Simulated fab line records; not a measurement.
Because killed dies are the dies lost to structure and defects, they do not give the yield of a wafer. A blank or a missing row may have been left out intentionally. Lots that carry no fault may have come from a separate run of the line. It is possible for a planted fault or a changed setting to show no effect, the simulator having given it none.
fab line records	flow n5_finfet
record: lots: 9	wafers: 24	last_day: 17
route steps=1938 shown GATE_CUT@473 BEOL_M4@1111 PASSIVATION@1936
lots that met no fault: from a run of the same line without faults
start_h: hours from the record's first day to the start of the lot's first wafer shown	wait_h: hours elapsed since this lot's preceding step	" repeats the value in the row above	L1.1+2: several wafers, shown together as one row	- no value present, or no start provided	* or withheld: withheld	< > ~ a bound
route shown NAME@n: names a module that has steps shown in the file, with the first one's number in the route	usual: average and standard deviation across the fault-free wafers	same: alike in all rows	chamber/n: place in a boat	sites: per-site readings	_std_site: their standard deviation	_edge_site: inner sites' mean taken away from outer sites' mean	radius_mm: how far each site lies from the wafer's centre	mask NAME#n: copy n	behind: the most recent tool/chamber to have shaped the wafer	hold: why the lot was held/for how many hours/how that ended	device: transistor that didn't switch, given as n, p or np	end of line: the route-end tests of the same wafers	a step with no rows: only its recipe	killed: the dies lost at the first sort to structure and to defects; this is not the yield of the wafer	map: shows each die of a wafer: x if killed, . if not, _ if none is there
set.NAME: the setting the step ran with; set.NAME@STEP: the setting that earlier step ran with	model.NAME: the simulator's own value behind a step, which no gauge read
a sample of lots followed through the steps of the route, with each step as a table and each wafer as a row
services: from which hour (start_h, from the record's first day; less than 0 if before it) a tool's chamber was out of use, for how many hours, and why
== steps ==
step: N5_GATE_CUT_SAC_CAP_01
recipe: material: SiNx	target_thk_a: 240	temp_c: 400	ald_precursor_family: SiH2I2	ald_co_reactant: N2/H2-plasma	pulse_time_s: 1	ald_cycles: 480	purge_time_s: 2	co_reactant_purge_time_s: 2	pressure_torr: 2
usual: heater_power_w: 849/90	precursor_pulse_height_rel: 1.000/0.02
lot.wafer	tool	chamber	start_h	wait_h	heater_power_w	precursor_pulse_height_rel
L217.1	ald_sin-04	1	111.45	0.0	738	0.960
L217.2	"	2	"	"	832	1.054
L217.6	"	2	112.54	1.1	886	0.994
L219.2	ald_sin-02	1	118.49	0.0	797	1.028
L219.3	"	3	"	"	843	1.014
L219.6	"	2	119.58	1.1	1049	1.019
L220.2	ald_sin-04	0	130.06	0.1	774	1.023
L220.5	"	0	131.14	1.2	760	1.012
L220.6	"	1	"	"	726	0.975
L221.1	ald_sin-03	1	134.25	0.0	710	0.973
L221.3	"	2	"	"	901	1.006
L221.4	"	3	"	"	853	1.013
L224.1	ald_sin-04	0	166.18	0.0	772	0.974
L224.4	"	3	"	"	869	1.004
L227.5	ald_sin-03	2	179.84	1.1	903	0.988
L227.6	"	1	"	"	696	0.998
L228.3	ald_sin-03	1	182.33	0.9	719	1.027
L228.4	"	2	"	"	883	1.009
L228.6	"	3	183.42	2.0	871	0.993
L233.2	ald_sin-02	0	205.69	1.5	914	0.974
L233.3	"	2	"	"	1044	0.968
L233.5	"	1	206.77	2.6	764	1.005
L236.2	ald_sin-03	3	223.41	0.0	853	1.008
L236.5	"	3	224.49	1.1	852	0.970
step: N5_GATE_CUT_OVL_MEAS_14
recipe: points_per_wafer: 522
usual: GATE_CUT_OVL: 0.4/0.67
lot.wafer	tool	chamber	start_h	wait_h	GATE_CUT_OVL[nm]
L217.1	overlay-01	0	114.56	0.0	1.7
L217.2	"	0	"	"	1.2
L217.6	"	0	"	"	0.5
L219.2	overlay-01	0	121.59	0.0	1.4
L219.3	"	0	"	"	0.9
L219.6	"	0	"	"	0.7
L220.2	overlay-01	0	133.03	0.0	1.2
L220.5	"	0	"	"	1.1
L220.6	"	0	"	"	0.0
L221.1	overlay-01	0	137.24	0.0	0.4
L221.3	"	0	"	"	0.7
L221.4	"	0	"	"	-0.2
L224.1	overlay-01	0	169.27	0.0	0.4
L224.4	"	0	"	"	-0.9
L227.5	overlay-01	0	181.74	0.0	0.6
L227.6	"	0	"	"	0.6
L228.3	overlay-02	0	185.43	0.0	0.3
L228.4	"	0	"	"	0.1
L228.6	"	0	"	"	-0.1
L233.2	overlay-01	0	208.84	0.0	1.3
L233.3	"	0	"	"	0.7
L233.5	"	0	"	"	1.4
L236.2	overlay-02	0	226.40	0.0	0.0
L236.5	"	0	"	"	0.5
step: N5_GATE_CUT_STRIP_41
recipe: chemistry: CF4	resist: SiARC	power_w: 300	bias_power_w: 75	pressure_mtorr: 50	cf4_flow_sccm: 150	rf_frequency_hz: 6e+07
usual: drypump_motor_current_A: 5.5/0.37	oes_product_au: 0.175/0.017	rf_vpp_V: 271.3/1.3	showerhead_plenum_p_Torr: 1.80/0.044	throttle_valve_pct: 13.71/0.28
lot.wafer	tool	chamber	start_h	wait_h	drypump_motor_current_A	oes_product_au	rf_hours_counter_h	rf_vpp_V	showerhead_plenum_p_Torr	throttle_valve_pct
L217.1	rie_diel-02	3	115.35	0.0	5.8	0.166	207	270.9	1.76	13.84
L217.2	"	0	"	"	5.9	0.210	18	271.8	1.85	13.50
L217.6	"	3	"	"	5.8	0.169	-	271.6	1.76	13.84
L219.2	rie_diel-01	3	121.90	0.0	5.2	0.167	208	271.8	1.79	13.93
L219.3	"	2	"	"	5.9	0.170	194	271.0	1.75	13.85
L219.6	"	1	"	"	5.5	0.172	-	272.1	1.85	13.61
L220.2	rie_diel-06	0	133.48	0.0	5.3	0.175	145	272.1	1.85	13.36
L220.5	"	2	"	"	5.0	0.208	-	271.7	1.80	13.32
L220.6	"	1	"	"	5.9	0.159	-	273.5	1.86	13.87
L221.1	rie_diel-06	2	137.56	0.0	5.0	0.204	51	271.1	1.80	13.33
L221.3	"	0	"	"	5.3	0.169	146	272.4	1.85	13.38
L221.4	"	1	"	"	5.9	0.161	203	272.5	1.85	13.88
L224.1	rie_diel-06	0	169.62	0.0	5.3	0.165	156	271.3	1.85	13.40
L224.4	"	1	"	"	5.9	0.160	212	272.8	1.85	13.88
L227.5	rie_diel-06	1	182.05	0.0	5.9	0.165	-	271.3	1.85	13.88
L227.6	"	0	"	"	5.3	0.168	-	271.4	1.85	13.41
L228.3	rie_diel-01	3	185.74	0.0	5.2	0.161	227	270.8	1.79	13.97
L228.4	"	0	"	"	5.3	0.199	38	272.1	1.84	13.76
L228.6	"	3	"	"	5.2	0.162	-	271.8	1.79	13.98
L233.2	rie_diel-06	3	209.15	0.0	4.9	0.162	228	268.3	1.72	14.27
L233.3	"	0	"	"	5.3	0.173	166	271.0	1.84	13.42
L233.5	"	3	"	"	4.9	0.159	-	269.7	1.72	14.27
L236.2	rie_diel-06	2	226.71	0.0	5.0	0.198	73	271.7	1.79	13.37
L236.5	"	2	"	"	5.0	0.191	-	271.4	1.79	13.37
step: N5_GATE_CUT_ETCH_19
recipe: chemistry: CH3F/O2	target: SiNx	mask_material: SiO2	target_depth_a: 537	time_s: 76.7	pressure_mtorr: 30	source_w: 395	bias_w: 73	Ar_flow_sccm: 150	CH3F_flow_sccm: 30	O2_flow_sccm: 20	ion_energy_ev: 120	ends: cleared
usual: CH3F_flow_sccm: 29.99/0.09	O2_flow_sccm: 20.00/0.064	bias_w: 73.01/0.19	drypump_motor_current_A: 5.5/0.36	etch_rf_on_time_s: 76.7/1.6	oes_product_au: 0.65/0.066	rf_vpp_V: 297/6.6	showerhead_plenum_p_Torr: 2.01/0.051	throttle_valve_pct: 16.48/0.27
lot.wafer	tool	chamber	start_h	wait_h	CH3F_flow_sccm	O2_flow_sccm	bias_w	drypump_motor_current_A	etch_rf_on_time_s	oes_product_au	rf_hours_counter_h	rf_vpp_V	showerhead_plenum_p_Torr	throttle_valve_pct
L217.1	rie_diel-02	3	115.41	0.0	29.93	19.92	73.09	5.7	78.4	0.61	207	286	1.97	16.61
L217.2	"	0	"	"	30.05	20.03	72.91	5.8	77.3	0.78	18	300	2.04	16.18
L217.6	"	3	"	"	30.12	19.98	72.85	5.8	77.3	0.61	-	285	1.97	16.61
L219.2	rie_diel-01	3	121.96	0.0	-	-	-	-	-	-	-	-	-	-
L219.3	"	2	"	"	-	-	-	-	-	-	-	-	-	-
L219.6	"	1	"	"	-	-	-	-	-	-	-	-	-	-
L220.2	rie_diel-06	0	133.54	0.0	-	-	-	-	-	-	-	-	-	-
L220.5	"	2	"	"	-	-	-	-	-	-	-	-	-	-
L220.6	"	1	"	"	-	-	-	-	-	-	-	-	-	-
L221.1	rie_diel-06	2	137.62	0.0	-	-	-	-	-	-	-	-	-	-
L221.3	"	0	"	"	-	-	-	-	-	-	-	-	-	-
L221.4	"	1	"	"	-	-	-	-	-	-	-	-	-	-
L224.1	rie_diel-06	0	169.68	0.0	30.04	19.95	72.74	5.3	73.3	0.65	156	304	2.09	16.31
L224.4	"	1	"	"	30.03	19.94	73.24	5.9	74.4	0.61	212	296	2.06	16.59
L227.5	rie_diel-06	1	182.14	0.0	30.12	19.98	72.89	5.9	75.6	0.60	-	295	2.06	16.60
L227.6	"	0	"	"	29.97	19.86	72.86	5.3	74.3	0.63	-	304	2.09	16.32
L228.3	rie_diel-01	3	185.80	0.0	30.08	19.99	72.65	5.2	78.7	0.59	227	298	1.95	16.50
L228.4	"	0	"	"	29.93	19.88	72.87	5.3	74.3	0.74	38	300	2.04	16.52
L228.6	"	3	"	"	29.98	19.96	72.84	5.2	78.6	0.59	-	298	1.95	16.50
L233.2	rie_diel-06	3	209.21	0.0	30.05	20.05	73.05	4.9	75.6	0.59	228	290	1.92	17.06
L233.3	"	0	"	"	29.97	20.05	73.36	5.3	73.6	0.64	166	304	2.09	16.33
L233.5	"	3	"	"	30.05	20.01	73.19	4.9	75.8	0.59	-	288	1.92	17.04
L236.2	rie_diel-06	2	226.77	0.0	29.88	20.03	73.08	5.0	74.7	0.74	73	294	2.02	16.25
L236.5	"	2	"	"	29.97	19.94	72.93	5.0	74.3	0.74	-	295	2.02	16.22
step: N5_GATE_CUT_CUT_ETCH_53
recipe: chemistry: SF6/Cl2	target: W	mask_material: SiO2	target_depth_a: 792	pressure_mtorr: 8	icp_w: 900	bias_w: 80	SF6_flow_sccm: 40	Cl2_flow_sccm: 60	ends: cleared
usual: SF6_flow_sccm: 40.01/0.12	bias_w: 80.02/0.2	drypump_motor_current_A: 5.6/0.55	etch_rf_on_time_s: 26.5/1.1	oes_product_au: 0.71/0.12	throttle_valve_pct: 28.88/0.29
lot.wafer	tool	chamber	start_h	wait_h	SF6_flow_sccm	bias_w	drypump_motor_current_A	etch_rf_on_time_s	oes_product_au	rf_hours_counter_h	throttle_valve_pct
L217.1	rie_metal-03	0	115.51	0.1	40.26	79.97	5.9	25.2	0.81	14	28.54
L217.2	"	1	"	"	40.21	80.03	5.4	26.5	0.52	142	28.79
L217.6	"	0	"	"	40.10	79.61	5.9	25.1	0.80	-	28.54
L219.2	rie_metal-02	0	122.07	0.1	40.00	79.84	5.5	34.3	0.31	26	27.64
L219.3	"	0	"	"	40.09	80.19	5.5	34.3	0.31	-	27.66
L219.6	"	1	"	"	39.87	80.08	5.0	34.3	0.26	-	27.34
L220.2	rie_metal-02	1	133.65	0.1	40.04	80.30	5.0	34.3	0.25	84	27.36
L220.5	"	1	"	"	39.90	79.76	5.0	34.3	0.25	-	27.33
L220.6	"	0	"	"	40.10	79.88	5.5	34.3	0.31	-	27.65
L221.1	rie_metal-03	1	137.72	0.1	40.08	80.06	5.4	34.3	0.22	144	27.43
L221.3	"	0	"	"	40.03	79.94	5.9	34.3	0.32	-	27.13
L221.4	"	1	"	"	39.96	79.87	5.4	34.3	0.21	-	27.44
L224.1	rie_metal-02	1	169.79	0.1	39.98	80.15	5.0	27.8	0.59	86	28.77
L224.4	"	0	"	"	39.96	79.86	5.5	27.2	0.72	-	29.10
L227.5	rie_metal-01	0	182.25	0.1	39.99	80.46	5.0	27.9	0.58	-	29.26
L227.6	"	1	"	"	40.18	79.80	6.6	25.4	0.83	-	28.55
L228.3	rie_metal-01	1	185.93	0.1	39.99	79.82	6.6	25.1	0.84	-	28.55
L228.4	"	0	"	"	39.82	79.69	5.0	27.5	0.58	-	29.25
L228.6	"	1	"	"	40.09	80.02	6.6	25.3	0.84	-	28.55
L233.2	rie_metal-03	0	209.32	0.1	39.88	80.10	5.9	25.0	0.77	24	28.56
L233.3	"	0	"	"	40.00	79.89	5.9	25.0	0.78	-	28.56
L233.5	"	0	"	"	39.94	79.93	5.9	24.9	0.78	-	28.58
L236.2	rie_metal-01	0	226.88	0.1	40.07	79.96	5.0	28.1	0.57	103	29.26
L236.5	"	0	"	"	40.22	80.09	5.0	27.6	0.57	-	29.27
step: N5_GATE_CUT_CUT_ETCH_54
recipe: chemistry: Cl2/BCl3	target: TiN	mask_material: SiO2	target_depth_a: 967	pressure_mtorr: 10	icp_w: 1000	bias_w: 126	Cl2_flow_sccm: 53.25	bcl3_flow_sccm: 21.75	Ar_flow_sccm: 25	ends: cleared
usual: bcl3_flow_sccm: 21.74/0.064	bias_w: 126.0/0.3	drypump_motor_current_A: 5.6/0.55	etch_rf_on_time_s: 36.9/1.6	oes_product_au: 0.71/0.12	throttle_valve_pct: 22.2/0.33
lot.wafer	tool	chamber	start_h	wait_h	bcl3_flow_sccm	bias_w	drypump_motor_current_A	etch_rf_on_time_s	oes_product_au	rf_hours_counter_h	throttle_valve_pct
L217.1	rie_metal-03	0	115.57	0.0	21.75	125.6	5.9	35.3	0.81	14	21.7
L217.2	"	1	"	"	21.86	125.5	5.4	36.9	0.52	142	22.3
L217.6	"	0	"	"	21.73	125.9	5.9	35.4	0.80	-	21.7
L219.2	rie_metal-02	0	122.13	0.0	21.68	125.7	5.5	47.9	0.31	26	22.8
L219.3	"	0	"	"	21.70	126.4	5.5	47.9	0.31	-	22.8
L219.6	"	1	"	"	21.78	126.4	5.0	47.9	0.25	-	22.4
L220.2	rie_metal-02	1	133.71	0.0	21.66	125.3	5.0	47.9	0.25	84	22.5
L220.5	"	1	"	"	21.64	125.7	5.0	47.9	0.25	-	22.4
L220.6	"	0	"	"	21.74	125.9	5.5	47.9	0.31	-	22.8
L221.1	rie_metal-03	1	137.78	0.0	21.78	126.1	5.5	47.9	0.22	144	22.9
L221.3	"	0	"	"	21.68	125.8	5.9	47.9	0.33	-	22.3
L221.4	"	1	"	"	21.79	125.7	5.4	47.9	0.22	-	22.9
L224.1	rie_metal-02	1	169.85	0.0	21.74	125.8	5.0	38.5	0.59	86	21.9
L224.4	"	0	"	"	21.80	126.0	5.5	38.2	0.72	-	22.3
L227.5	rie_metal-01	0	182.31	0.0	21.75	125.9	5.1	38.9	0.58	-	22.7
L227.6	"	1	"	"	21.76	126.4	6.6	35.4	0.83	-	22.0
L228.3	rie_metal-01	1	185.99	0.0	21.72	126.2	6.6	35.4	0.83	-	22.0
L228.4	"	0	"	"	21.76	126.5	5.0	38.8	0.58	-	22.7
L228.6	"	1	"	"	21.76	126.2	6.6	35.6	0.83	-	22.0
L233.2	rie_metal-03	0	209.38	0.0	21.77	126.2	5.9	34.8	0.78	24	21.7
L233.3	"	0	"	"	21.81	126.1	6.0	34.9	0.78	-	21.7
L233.5	"	0	"	"	21.75	125.9	5.9	35.0	0.78	-	21.7
L236.2	rie_metal-01	0	226.94	0.0	21.77	126.3	5.0	39.2	0.57	103	22.7
L236.5	"	0	"	"	21.76	126.0	5.0	39.4	0.56	-	22.7
step: N5_BEOL_M4_RC_MEAS_101
usual: DIBL_N: 36.0/2	DIBL_P: 35.9/2.5	IOFF_N: 0.16/0.038	IOFF_P: 0.21/0.04	ION_N: 675/14	ION_P: 462/9.4	SS_N: 71.5/0.75	SS_P: 73.2/0.74	VT_N: 250/3.9	VT_P: -251/3.2
lot.wafer	tool	chamber	start_h	wait_h	DIBL_N[mV/V]	DIBL_P[mV/V]	IOFF_N[nA/um]	IOFF_P[nA/um]	ION_N[uA/um]	ION_P[uA/um]	SS_N[mV/dec]	SS_P[mV/dec]	VT_N[mV]	VT_P[mV]
L217.1	prober-01	0	197.12	0.0	37.3	37.2	0.17	0.19	664	446	72.3	73.7	251	-255
L217.2	"	0	"	"	32.4	31.9	0.11	0.14	654	445	70.8	72.6	256	-257
L217.6	"	0	"	"	38.7	39.4	0.20	0.25	670	459	71.8	74.5	246	-251
L224.1	prober-02	0	249.46	0.0	33.3	33.2	0.11	0.15	661	450	71.0	72.3	254	-255
L224.4	"	0	"	"	36.6	37.3	0.16	0.19	656	446	72.3	74.1	253	-255
L228.3	prober-01	0	268.25	0.3	38.6	39.3	0.22	0.24	685	466	72.4	73.3	248	-251
L228.4	"	0	"	"	38.6	39.2	0.21	0.26	683	472	72.2	73.0	248	-248
L228.6	"	0	"	"	35.6	36.2	0.17	0.20	696	474	71.3	72.3	248	-249
L227.5	prober-02	0	268.78	0.6	35.2	36.0	0.17	0.22	695	472	71.0	73.5	248	-248
L227.6	"	0	"	"	32.2	30.1	0.10	0.13	655	448	70.8	71.6	257	-258
L233.2	prober-01	0	276.71	0.2	36.8	37.8	0.16	0.21	685	465	71.4	73.6	250	-248
L233.3	"	0	"	"	31.9	32.6	0.09	0.15	660	463	70.5	71.4	258	-256
L233.5	"	0	"	"	35.9	36.6	0.15	0.20	676	468	71.2	72.9	251	-251
L236.2	prober-01	0	311.46	0.2	38.3	37.2	0.19	0.21	689	465	72.3	74.2	249	-253
L236.5	"	0	"	"	39.1	37.9	0.21	0.22	679	454	73.5	73.3	246	-250
step: N5_PASSIVATION_PROBE_49
usual: defect_limited_yield: 91.3/1.5	killed_at_M0_to_M3: 33/12	killed_at_M4_up: 15/5.2	killed_at_contacts: 12/5.1	killed_at_front_end: 39/11	killed_at_other: 5/3.6	killed_dies: 103/18	killed_on_rim: 14/4.3	killed_open: 67/13	killed_short: 33/7.8	sort_bin_5_function: 5.1/0.96	sort_bin_6_memory: 3.2/0.71	sort_n_pass: 1077/18	sort_yield_pct: 91.3/1.5
same: gross_dies: 1180	killed_at_back_side: 0	sort_bin_4_leakage[%]: 0	sort_bin_8_speed[%]: 0
lot.wafer	tool	chamber	start_h	wait_h	defect_limited_yield[%]	killed_at_M0_to_M3	killed_at_M4_up	killed_at_contacts	killed_at_front_end	killed_at_other	killed_dies	killed_on_rim	killed_open	killed_short	sort_bin_5_function[%]	sort_bin_6_memory[%]	sort_n_pass	sort_yield_pct[%]
L217.1	prober-01	-	292.12	0.0	92.3	16	12	13	46	4	91	13	68	20	4.3	3.0	1089	92.3
L217.2	prober-01	-	292.17	0.1	95.3	16	7	5	25	2	55	7	41	13	3.1	1.4	1125	95.3
L217.6	prober-01	-	292.37	0.3	92.9	10	21	12	37	4	84	8	57	23	4.9	2.0	1096	92.9
L219.2	prober-02	-	297.90	0.1	0	18	14	11	1126	11	1180	152	68	22	97.5	2.5	0	0
L219.3	prober-02	-	297.95	0.1	0	49	21	19	1085	6	1180	152	97	29	96.0	3.6	0	0
L219.6	prober-02	-	298.10	0.3	0	19	15	18	1111	17	1180	152	57	40	96.6	3.1	0	0
L220.2	prober-02	-	300.56	0.1	0	33	10	8	1127	2	1180	152	66	48	96.2	3.4	0	0
L220.5	prober-02	-	300.71	0.2	0	44	10	6	1112	8	1180	152	63	44	95.8	4.1	0	0
L220.6	prober-02	-	300.76	0.3	0	26	14	8	1125	7	1180	152	69	42	96.9	2.9	0	0
L221.1	prober-02	-	306.11	0.0	0	58	9	2	1108	3	1180	152	71	43	96.4	3.3	0	0
L221.3	prober-02	-	306.21	0.1	0	30	22	4	1116	8	1180	152	54	36	96.6	3.3	0	0
L221.4	prober-02	-	306.26	0.2	0	37	26	10	1104	3	1180	152	80	37	94.5	5.5	0	0
L224.1	prober-02	-	348.45	0.0	91.9	33	15	15	31	2	96	14	57	39	5.0	2.7	1084	91.9
L224.4	prober-02	-	348.60	0.2	91.9	34	6	28	22	5	95	12	56	38	4.5	3.2	1085	91.9
L227.5	prober-02	-	364.71	0.2	89.6	32	8	13	66	4	123	10	74	41	6.2	3.1	1057	89.6
L227.6	prober-02	-	364.76	0.3	88.2	38	19	9	73	0	139	14	100	38	7.0	4.5	1041	88.2
L228.3	prober-02	-	366.23	0.1	91.7	35	26	9	26	2	98	12	65	29	5.7	2.4	1082	91.7
L228.6	prober-02	-	366.38	0.3	89.4	43	11	19	51	1	125	19	81	37	6.4	3.1	1055	89.4
killed by level:class
L217.1 MOL_CONTACT_COAG:geometric_particle:open=12 FIN_SAQP:geometric_particle:open=8 STI_FIN_REVEAL:geometric_particle:open=7 FIN_SAQP:geometric_particle:short=6 BEOL_M3:geometric_particle:open=6 GATE_CUT:geometric_particle:open=5 BEOL_M4:geometric_particle:open=5 STARTING-WAFER:geometric_particle:open=5
L217.2 BEOL_M3:geometric_particle:open=7 STI_FIN_REVEAL:geometric_particle:open=6 GATE_CUT:geometric_particle:open=6 FIN_SAQP:geometric_particle:open=3 MOL_CONTACT_COAG:geometric_particle:short=3 BEOL_M4:geometric_particle:open=3 GATE_CUT:geometric_particle:short=2 MOL_CONTACT_COAG:geometric_particle:open=2
L217.6 FIN_SAQP:geometric_particle:open=12 MOL_CONTACT_COAG:geometric_particle:open=10 BEOL_M4:geometric_particle:open=6 STI_FIN_REVEAL:geometric_particle:open=4 SPACER0:geometric_particle:short=4 BEOL_M7:geometric_particle:open=4 FIN_SAQP:geometric_particle:short=3 BEOL_M2:geometric_particle:open=3
L219.2 GATE_CUT:area_etch=1089 MOL_CONTACT_COAG:geometric_particle:open=11 STI_FIN_REVEAL:geometric_particle:open=10 BEOL_M4:geometric_particle:open=6 BEOL_M5:geometric_particle:open=5 STARTING-WAFER:geometric_particle:open=5 BEOL_M1:geometric_particle:open=4 ILD0:geometric_particle:open=4
L219.3 GATE_CUT:area_etch=1054 MOL_CONTACT_COAG:geometric_particle:open=17 BEOL_M1:geometric_particle:open=17 BEOL_M4:geometric_particle:open=13 BEOL_M3:geometric_particle:open=10 GATE_CUT:geometric_particle:short=7 FIN_SAQP:geometric_particle:open=6 GATE_CUT:geometric_particle:open=6
L219.6 GATE_CUT:area_etch=1083 MOL_CONTACT_COAG:geometric_particle:open=10 MOL_CONTACT_COAG:geometric_particle:short=8 BEOL_M4:geometric_particle:open=7 FIN_SAQP:geometric_particle:open=6 BEOL_M3:geometric_particle:open=6 PASS1_CAP:geometric_particle:open=5 FIN_SAQP:geometric_particle:short=4
L220.2 GATE_CUT:area_etch=1065 FIN_SAQP:geometric_particle:short=16 FIN_SAQP:geometric_particle:open=11 STI_FIN_REVEAL:geometric_particle:open=11 ILD0:geometric_particle:short=7 BEOL_M3:geometric_particle:open=7 BEOL_M0_SAQP:geometric_particle:short=6 BEOL_M0_SAQP:geometric_particle:open=6
L220.5 GATE_CUT:area_etch=1073 BEOL_M0_SAQP:geometric_particle:short=15 BEOL_M0_SAQP:geometric_particle:open=10 STI_FIN_REVEAL:geometric_particle:open=9 FIN_SAQP:geometric_particle:open=8 BEOL_M1:geometric_particle:open=6 MIM_TOP_ETCH:geometric_particle:short=5 BEOL_M3:geometric_particle:open=5
L220.6 GATE_CUT:area_etch=1069 STI_FIN_REVEAL:geometric_particle:open=11 FIN_SAQP:geometric_particle:short=9 ILD0:geometric_particle:open=8 MOL_CONTACT_COAG:geometric_particle:open=8 BEOL_M0_SAQP:geometric_particle:short=8 BEOL_M0_SAQP:geometric_particle:open=8 GATE_CUT:geometric_particle:short=7
L221.1 GATE_CUT:area_etch=1066 BEOL_M1:geometric_particle:open=14 BEOL_M0_SAQP:geometric_particle:short=12 BEOL_M0_SAQP:geometric_particle:open=12 FIN_SAQP:geometric_particle:open=8 BEOL_M3:geometric_particle:open=8 DUMMY_GATE:geometric_particle:open=6 STI_FIN_REVEAL:geometric_particle:open=5
L221.3 GATE_CUT:area_etch=1090 BEOL_M4:geometric_particle:open=8 BEOL_M0_SAQP:geometric_particle:short=7 BEOL_M2:geometric_particle:open=7 BEOL_M4:geometric_particle:short=7 DUMMY_GATE:geometric_particle:short=6 FIN_SAQP:geometric_particle:open=5 BEOL_M5:geometric_particle:open=5
L221.4 GATE_CUT:area_etch=1063 BEOL_M1:geometric_particle:open=11 DUMMY_GATE:geometric_particle:open=9 BEOL_M0_SAQP:geometric_particle:open=8 MOL_CONTACT_COAG:geometric_particle:open=7 STI_FIN_REVEAL:geometric_particle:open=6 GATE_CUT:geometric_particle:short=6 BEOL_M4:geometric_particle:open=6
L224.1 MOL_CONTACT_COAG:geometric_particle:open=10 FIN_SAQP:geometric_particle:short=9 BEOL_M1:geometric_particle:open=7 BEOL_M2:geometric_particle:open=7 STI_FIN_REVEAL:geometric_particle:open=6 MOL_CONTACT_COAG:geometric_particle:short=5 BEOL_M5:geometric_particle:open=5 FIN_SAQP:geometric_particle:open=4
L224.4 MOL_CONTACT_COAG:geometric_particle:open=17 MOL_CONTACT_COAG:geometric_particle:short=11 BEOL_M1:geometric_particle:open=8 GATE_CUT:geometric_particle:open=7 BEOL_M0_SAQP:geometric_particle:short=6 BEOL_M2:geometric_particle:open=5 BEOL_M3:geometric_particle:open=4 STARTING-WAFER:geometric_particle:short=4
L227.5 FIN_SAQP:geometric_particle:open=18 STI_FIN_REVEAL:geometric_particle:open=14 FIN_SAQP:geometric_particle:short=13 MOL_CONTACT_COAG:geometric_particle:open=12 BEOL_M0_SAQP:geometric_particle:short=9 BEOL_M3:geometric_particle:open=9 HKMG_FIN:area_etch=8 BEOL_M0_SAQP:geometric_particle:open=7
L227.6 STI_FIN_REVEAL:geometric_particle:open=24 BEOL_M3:geometric_particle:open=16 BEOL_M4:geometric_particle:open=12 FIN_SAQP:geometric_particle:short=9 FIN_SAQP:geometric_particle:open=9 STI_FIN_REVEAL:geometric_particle:short=8 MOL_CONTACT_COAG:geometric_particle:open=8 BEOL_M0_SAQP:geometric_particle:open=8
L228.3 BEOL_M2:geometric_particle:open=10 BEOL_M3:geometric_particle:open=10 STI_FIN_REVEAL:geometric_particle:open=9 MOL_CONTACT_COAG:geometric_particle:open=8 GATE_CUT:geometric_particle:short=5 BEOL_M1:geometric_particle:open=5 BEOL_M4:geometric_particle:short=5 STI_FIN_REVEAL:geometric_particle:short=4
L228.6 STI_FIN_REVEAL:geometric_particle:open=22 BEOL_M3:geometric_particle:open=16 MOL_CONTACT_COAG:geometric_particle:open=15 BEOL_M3:geometric_particle:short=8 BEOL_M0_SAQP:geometric_particle:open=6 HKMG_FIN:area_etch=6 BEOL_M0_SAQP:geometric_particle:short=5 FIN_SAQP:geometric_particle:short=4
== services ==
tool	chamber	start_h	hours	kind
rie_diel-01	-	94.56	2.8	pm
ald_sin-03	0	99.25	-	clean
ald_sin-03	1	99.25	-	clean
ald_sin-03	2	99.25	-	clean
ald_sin-03	3	99.25	-	clean
rie_diel-01	0	114.37	7.6	repair
rie_diel-06	1	127.09	2.5	repair
rie_diel-06	2	139.56	7.7	repair
rie_diel-01	3	142.69	2.2	repair
rie_metal-03	1	142.90	-	clean
rie_metal-03	1	142.90	12.3	scheduled_down
rie_metal-03	1	142.90	12.3	vent_cycle
rie_metal-02	0	144.98	2.3	repair
rie_metal-02	-	158.34	0.6	repair
ald_sin-03	-	161.72	6.1	pm
ald_sin-04	-	176.75	14.0	pm
ald_sin-04	0	176.75	14.0	vent_cycle
ald_sin-04	1	176.75	14.0	vent_cycle
rie_diel-02	1	178.83	7.1	repair
rie_metal-01	-	179.59	0.4	repair
ald_sin-04	-	195.90	14.6	pm
ald_sin-03	0	197.94	3.1	repair
rie_metal-02	0	218.57	12.5	repair
rie_diel-01	2	220.13	3.2	repair
== key ==
first_sign: step: N5_GATE_CUT_ETCH_19	reading: tool_record	direction: missing
effect: step: N5_GATE_CUT_CUT_ETCH_53	reading: etch_rf_on_time_s	direction: up	sigmas: 6.8	usual: *	struck: *
effect: step: N5_GATE_CUT_CUT_ETCH_54	reading: etch_rf_on_time_s	direction: up	sigmas: 6.8	usual: *	struck: *
effect: step: N5_PASSIVATION_PROBE_49	reading: sort_bin_5_function	direction: up	sigmas: 95	usual: 5.1	struck: 96.3
more_kills_born_at: N5_GATE_CUT_ETCH_19@rie_diel-06: 6426	N5_GATE_CUT_ETCH_19@rie_diel-01: 3223
met_at N5_GATE_CUT_ETCH_19
struck_lots L219,L220,L221
later_rows_left_out L219.2,L219.3,L219.6,L220.2,L220.5,L220.6,L221.1,L221.3,L221.4
not_acting_at N5_GATE_CUT_SAC_CAP_01,N5_GATE_CUT_OVL_MEAS_14,N5_GATE_CUT_STRIP_41
fault: kind: skipped_step_whole	tool: rie_diel-01,rie_diel-06	chamber: -	onset_h: 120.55	steps: N5_GATE_CUT_ETCH_19	scope: struck_lots_only
later_rows_left_out: the simulator's readings of these wafers behind a module that went badly wrong aren't trusted and aren't shown, but for the sort
